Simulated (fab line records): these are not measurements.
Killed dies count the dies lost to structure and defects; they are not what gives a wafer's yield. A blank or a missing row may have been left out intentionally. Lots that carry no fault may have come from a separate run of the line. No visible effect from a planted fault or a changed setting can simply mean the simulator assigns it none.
Matching of chambers / flow nand_harc / NHARC_P_BONDPAD_ETCH_37 on rie_diel-08 has 4 sister chambers
The step etches the open film in N2/H2, target depth 60 nm, overetch 18 nm, time 65.91 s. 27 wafers are shown with their chamber, then 12 later ones without.

EACH WAFER AND ITS CHAMBER
wafer=L074.1; chamber=1; showerhead_plenum_p_Torr (Torr)=2.09; drypump_motor_current_A (A)=5.17; rf_vpp_V (V)=433.9
wafer=L074.5; chamber=3; showerhead_plenum_p_Torr (Torr)=2.12; drypump_motor_current_A (A)=5.49; rf_vpp_V (V)=431.2
wafer=L074.6; chamber=2; showerhead_plenum_p_Torr (Torr)=2.19; drypump_motor_current_A (A)=5.92; rf_vpp_V (V)=433.8
wafer=L075.2; chamber=3; showerhead_plenum_p_Torr (Torr)=2.12; drypump_motor_current_A (A)=5.49; rf_vpp_V (V)=433.9
wafer=L075.3; chamber=0; showerhead_plenum_p_Torr (Torr)=2.02; drypump_motor_current_A (A)=5.31; rf_vpp_V (V)=429.4
wafer=L075.6; chamber=3; showerhead_plenum_p_Torr (Torr)=2.12; drypump_motor_current_A (A)=5.49; rf_vpp_V (V)=432.9
wafer=L076.1; chamber=0; showerhead_plenum_p_Torr (Torr)=2.02; drypump_motor_current_A (A)=5.30; rf_vpp_V (V)=430.1
wafer=L076.3; chamber=2; showerhead_plenum_p_Torr (Torr)=2.19; drypump_motor_current_A (A)=5.92; rf_vpp_V (V)=435.5
wafer=L076.4; chamber=1; showerhead_plenum_p_Torr (Torr)=2.09; drypump_motor_current_A (A)=5.17; rf_vpp_V (V)=431.2
wafer=L077.1; chamber=3; showerhead_plenum_p_Torr (Torr)=2.12; drypump_motor_current_A (A)=5.50; rf_vpp_V (V)=430.9
wafer=L077.4; chamber=0; showerhead_plenum_p_Torr (Torr)=2.02; drypump_motor_current_A (A)=5.32; rf_vpp_V (V)=428.3
wafer=L077.6; chamber=0; showerhead_plenum_p_Torr (Torr)=2.02; drypump_motor_current_A (A)=5.31; rf_vpp_V (V)=430.9
wafer=L080.1; chamber=0; showerhead_plenum_p_Torr (Torr)=2.02; drypump_motor_current_A (A)=5.32; rf_vpp_V (V)=430.1
wafer=L080.2; chamber=1; showerhead_plenum_p_Torr (Torr)=2.09; drypump_motor_current_A (A)=5.17; rf_vpp_V (V)=431.3
wafer=L080.4; chamber=3; showerhead_plenum_p_Torr (Torr)=2.11; drypump_motor_current_A (A)=5.49; rf_vpp_V (V)=431.2
wafer=L082.2; chamber=1; showerhead_plenum_p_Torr (Torr)=2.09; drypump_motor_current_A (A)=5.16; rf_vpp_V (V)=431.2
wafer=L082.4; chamber=3; showerhead_plenum_p_Torr (Torr)=2.11; drypump_motor_current_A (A)=5.47; rf_vpp_V (V)=433.3
wafer=L082.6; chamber=3; showerhead_plenum_p_Torr (Torr)=2.11; drypump_motor_current_A (A)=5.47; rf_vpp_V (V)=432.0
wafer=L084.1; chamber=1; showerhead_plenum_p_Torr (Torr)=2.09; drypump_motor_current_A (A)=5.17; rf_vpp_V (V)=431.9
wafer=L084.3; chamber=3; showerhead_plenum_p_Torr (Torr)=2.11; drypump_motor_current_A (A)=5.49; rf_vpp_V (V)=432.6
wafer=L084.5; chamber=2; showerhead_plenum_p_Torr (Torr)=2.19; drypump_motor_current_A (A)=5.91; rf_vpp_V (V)=435.2
wafer=L088.2; chamber=1; showerhead_plenum_p_Torr (Torr)=2.09; drypump_motor_current_A (A)=5.15; rf_vpp_V (V)=430.6
wafer=L088.5; chamber=0; showerhead_plenum_p_Torr (Torr)=2.02; drypump_motor_current_A (A)=5.30; rf_vpp_V (V)=431.1
wafer=L088.6; chamber=1; showerhead_plenum_p_Torr (Torr)=2.09; drypump_motor_current_A (A)=5.16; rf_vpp_V (V)=431.9
wafer=L087.4; chamber=0; showerhead_plenum_p_Torr (Torr)=2.02; drypump_motor_current_A (A)=5.33; rf_vpp_V (V)=430.1
wafer=L087.5; chamber=1; showerhead_plenum_p_Torr (Torr)=2.09; drypump_motor_current_A (A)=5.17; rf_vpp_V (V)=431.2
wafer=L087.6; chamber=2; showerhead_plenum_p_Torr (Torr)=2.19; drypump_motor_current_A (A)=5.91; rf_vpp_V (V)=434.8

SIGNATURES (means of the wafers above)
reading=showerhead_plenum_p_Torr; chamber 0=2.0200; chamber 1=2.0900; chamber 2=2.1900; chamber 3=2.1150; scatter within a chamber=0.00295
reading=drypump_motor_current_A; chamber 0=5.3129; chamber 1=5.1650; chamber 2=5.9150; chamber 3=5.4863; scatter within a chamber=0.0094
reading=rf_vpp_V; chamber 0=430.000; chamber 1=431.650; chamber 2=434.825; chamber 3=432.250; scatter within a chamber=0.987
Rule: for each reading, subtract the chamber's mean from the wafer's reading, divide by that reading's scatter and square the result; add these up over the readings and take the root, which gives the wafer's distance from the chamber. The wafer belongs to the nearest chamber; if the next one is less than 2 further off, it can't be placed. The scatter: take each reading less its chamber's mean, square it, sum over the shown wafers, divide by the number of wafers less the number of chambers, and take the root.

WAFERS MISSING THEIR CHAMBER
wafer=L091.1; showerhead_plenum_p_Torr (Torr)=2.11; drypump_motor_current_A (A)=5.49; rf_vpp_V (V)=432.5
wafer=L091.3; showerhead_plenum_p_Torr (Torr)=2.02; drypump_motor_current_A (A)=5.33; rf_vpp_V (V)=429.6
wafer=L091.4; showerhead_plenum_p_Torr (Torr)=2.09; drypump_motor_current_A (A)=5.16; rf_vpp_V (V)=432.4
wafer=L093.1; showerhead_plenum_p_Torr (Torr)=2.02; drypump_motor_current_A (A)=5.30; rf_vpp_V (V)=431.6
wafer=L093.2; showerhead_plenum_p_Torr (Torr)=2.11; drypump_motor_current_A (A)=5.47; rf_vpp_V (V)=432.2
wafer=L093.5; showerhead_plenum_p_Torr (Torr)=2.19; drypump_motor_current_A (A)=5.93; rf_vpp_V (V)=433.9
wafer=L095.1; showerhead_plenum_p_Torr (Torr)=2.19; drypump_motor_current_A (A)=5.91; rf_vpp_V (V)=434.8
wafer=L095.2; showerhead_plenum_p_Torr (Torr)=2.02; drypump_motor_current_A (A)=5.29; rf_vpp_V (V)=430.2
wafer=L095.6; showerhead_plenum_p_Torr (Torr)=2.11; drypump_motor_current_A (A)=5.49; rf_vpp_V (V)=433.7
wafer=L097.3; showerhead_plenum_p_Torr (Torr)=2.19; drypump_motor_current_A (A)=5.91; rf_vpp_V (V)=434.2
wafer=L097.4; showerhead_plenum_p_Torr (Torr)=2.02; drypump_motor_current_A (A)=5.29; rf_vpp_V (V)=429.4
wafer=L097.6; showerhead_plenum_p_Torr (Torr)=2.11; drypump_motor_current_A (A)=5.51; rf_vpp_V (V)=430.9

CHAMBER TAKEN BY EACH
wafer=L091.1; from the rows above=3; in truth=3
wafer=L091.3; from the rows above=0; in truth=0
wafer=L091.4; from the rows above=1; in truth=1
wafer=L093.1; from the rows above=0; in truth=0
wafer=L093.2; from the rows above=3; in truth=3
wafer=L093.5; from the rows above=2; in truth=2
wafer=L095.1; from the rows above=2; in truth=2
wafer=L095.2; from the rows above=0; in truth=0
wafer=L095.6; from the rows above=3; in truth=3
wafer=L097.3; from the rows above=2; in truth=2
wafer=L097.4; from the rows above=0; in truth=0
wafer=L097.6; from the rows above=3; in truth=3
12 of 12 placed correctly. Number that these rows cannot place: 0. Number placed wrongly: 0.
